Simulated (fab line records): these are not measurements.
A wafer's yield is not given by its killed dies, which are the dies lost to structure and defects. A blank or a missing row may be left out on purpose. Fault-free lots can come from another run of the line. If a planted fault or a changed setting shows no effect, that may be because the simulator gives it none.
Matching of chambers / flow n5_finfet / N5_BEOL_M12_ETCH_38 on rie_diel-01: 4 sister chambers
The step etches SiCN in CF4/N2, target depth 68.7 nm, time 73.4 s. 16 wafers are shown with their chamber, then 8 later ones without.

WAFERS PAIRED WITH THEIR CHAMBERS
wafer=L075.1; chamber=1; drypump_motor_current_A (A)=5.7; showerhead_plenum_p_Torr (Torr)=2.16; throttle_valve_pct (%)=15.22
wafer=L075.3; chamber=2; drypump_motor_current_A (A)=5.1; showerhead_plenum_p_Torr (Torr)=2.31; throttle_valve_pct (%)=15.79
wafer=L075.5; chamber=1; drypump_motor_current_A (A)=5.7; showerhead_plenum_p_Torr (Torr)=2.16; throttle_valve_pct (%)=15.22
wafer=L077.2; chamber=2; drypump_motor_current_A (A)=5.1; showerhead_plenum_p_Torr (Torr)=2.31; throttle_valve_pct (%)=15.79
wafer=L077.5; chamber=1; drypump_motor_current_A (A)=5.7; showerhead_plenum_p_Torr (Torr)=2.16; throttle_valve_pct (%)=15.22
wafer=L077.6; chamber=0; drypump_motor_current_A (A)=5.6; showerhead_plenum_p_Torr (Torr)=2.17; throttle_valve_pct (%)=15.72
wafer=L078.1; chamber=2; drypump_motor_current_A (A)=5.1; showerhead_plenum_p_Torr (Torr)=2.31; throttle_valve_pct (%)=15.78
wafer=L078.2; chamber=3; drypump_motor_current_A (A)=6.5; showerhead_plenum_p_Torr (Torr)=2.32; throttle_valve_pct (%)=15.18
wafer=L078.4; chamber=1; drypump_motor_current_A (A)=5.7; showerhead_plenum_p_Torr (Torr)=2.16; throttle_valve_pct (%)=15.25
wafer=L081.2; chamber=0; drypump_motor_current_A (A)=5.7; showerhead_plenum_p_Torr (Torr)=2.17; throttle_valve_pct (%)=15.72
wafer=L081.4; chamber=1; drypump_motor_current_A (A)=5.7; showerhead_plenum_p_Torr (Torr)=2.16; throttle_valve_pct (%)=15.25
wafer=L081.5; chamber=1; drypump_motor_current_A (A)=5.7; showerhead_plenum_p_Torr (Torr)=2.16; throttle_valve_pct (%)=15.24
wafer=L086.2; chamber=3; drypump_motor_current_A (A)=6.5; showerhead_plenum_p_Torr (Torr)=2.32; throttle_valve_pct (%)=15.21
wafer=L086.4; chamber=2; drypump_motor_current_A (A)=5.1; showerhead_plenum_p_Torr (Torr)=2.30; throttle_valve_pct (%)=15.81
wafer=L086.6; chamber=1; drypump_motor_current_A (A)=5.7; showerhead_plenum_p_Torr (Torr)=2.16; throttle_valve_pct (%)=15.27
wafer=L088.1; chamber=0; drypump_motor_current_A (A)=5.6; showerhead_plenum_p_Torr (Torr)=2.16; throttle_valve_pct (%)=15.27

SIGNATURES (averages over the wafers above)
reading=drypump_motor_current_A; chamber 0=5.633; chamber 1=5.700; chamber 2=5.100; chamber 3=6.500; scatter within a chamber=0.0236
reading=showerhead_plenum_p_Torr; chamber 0=2.1667; chamber 1=2.1600; chamber 2=2.3075; chamber 3=2.3200; scatter within a chamber=0.00344
reading=throttle_valve_pct; chamber 0=15.5700; chamber 1=15.2386; chamber 2=15.7925; chamber 3=15.1950; scatter within a chamber=0.107
Rule: distance of a wafer from a chamber = root of the sum over the readings of ((wafer's reading minus chamber's mean) / reading's scatter) squared. The wafer belongs to the nearest chamber; if the next one is less than 2 further off, it can't be placed. The scatter is the square root of a quotient: the sum, over the shown wafers, of each reading's squared deviation from its chamber's mean, divided by wafers minus chambers.

WAFERS WITH NO CHAMBER GIVEN
wafer=L088.2; drypump_motor_current_A (A)=5.1; showerhead_plenum_p_Torr (Torr)=2.30; throttle_valve_pct (%)=15.82
wafer=L088.4; drypump_motor_current_A (A)=5.7; showerhead_plenum_p_Torr (Torr)=2.15; throttle_valve_pct (%)=15.30
wafer=L087.1; drypump_motor_current_A (A)=5.6; showerhead_plenum_p_Torr (Torr)=2.16; throttle_valve_pct (%)=15.27
wafer=L087.3; drypump_motor_current_A (A)=6.5; showerhead_plenum_p_Torr (Torr)=2.31; throttle_valve_pct (%)=15.22
wafer=L087.5; drypump_motor_current_A (A)=6.5; showerhead_plenum_p_Torr (Torr)=2.31; throttle_valve_pct (%)=15.22
wafer=L096.1; drypump_motor_current_A (A)=5.6; showerhead_plenum_p_Torr (Torr)=2.16; throttle_valve_pct (%)=15.29
wafer=L096.2; drypump_motor_current_A (A)=6.5; showerhead_plenum_p_Torr (Torr)=2.31; throttle_valve_pct (%)=15.25
wafer=L096.6; drypump_motor_current_A (A)=5.8; showerhead_plenum_p_Torr (Torr)=2.15; throttle_valve_pct (%)=15.29

EACH ONE'S CHAMBER
wafer=L088.2; from the rows above=2; in truth=2
wafer=L088.4; from the rows above=1; in truth=1
wafer=L087.1; from the rows above=can't be placed: 0 or 1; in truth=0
wafer=L087.3; from the rows above=3; in truth=3
wafer=L087.5; from the rows above=3; in truth=3
wafer=L096.1; from the rows above=can't be placed: 0 or 1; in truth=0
wafer=L096.2; from the rows above=3; in truth=3
wafer=L096.6; from the rows above=1; in truth=1
6 of 8 placed correctly. From these rows, 2 cannot be placed; in 2 the true chamber is one of the candidates. Placed wrongly: 0.
